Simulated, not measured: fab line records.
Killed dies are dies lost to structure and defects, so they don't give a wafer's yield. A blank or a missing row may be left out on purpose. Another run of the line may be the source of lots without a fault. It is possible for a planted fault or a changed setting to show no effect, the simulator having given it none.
Chamber matching | flow n5_finfet | 4 sister chambers for N5_BEOL_M12_DESCUM_15 on rie_diel-05
The step chemistry O2, time 7.9 s. 4 wafers are shown with their chamber, then 12 later ones without.

## WAFERS PAIRED WITH THEIR CHAMBERS
wafer  | chamber | drypump_motor_current_A (A)
L092.2 | 1       | 5.6
L091.2 | 2       | 5.8
L091.5 | 0       | 4.7
L091.6 | 3       | 6.3

## WAFERS WITHOUT THEIR CHAMBER
wafer  | drypump_motor_current_A (A)
L094.3 | 5.6
L094.4 | 4.7
L094.5 | 5.7
L095.1 | 5.7
L095.4 | 5.6
L095.6 | 6.3
L097.1 | 6.3
L097.3 | 5.8
L097.6 | 6.3
L096.2 | 5.8
L096.3 | 5.6
L096.4 | 4.7

## WHICH CHAMBER EACH ONE RAN IN
wafer  | from the rows above     | in truth
L094.3 | 1                       | 1
L094.4 | 0                       | 0
L094.5 | can't be placed: 2 or 1 | 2
L095.1 | can't be placed: 2 or 1 | 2
L095.4 | 1                       | 1
L095.6 | 3                       | 3
L097.1 | 3                       | 3
L097.3 | 2                       | 2
L097.6 | 3                       | 3
L096.2 | 2                       | 2
L096.3 | 1                       | 1
L096.4 | 0                       | 0
10 of 12 placed correctly. Cannot be placed on the basis of these rows: 2; the candidates contain the true chamber in 2. Number placed wrongly: 0.
How it was worked out, from the rows above alone: a wafer's distance from a chamber is the root of the sum, over the readings, of the square of ((its reading less the chamber's mean) divided by the reading's scatter). If the next closest chamber is less than 2 further off than the closest, the wafer can't be placed; otherwise it belongs to the closest. Each chamber's mean is taken over the wafers shown for it. The scatter: with one shown wafer a chamber, the root of the mean of the squares of how far each hidden wafer lies from its nearest shown one.
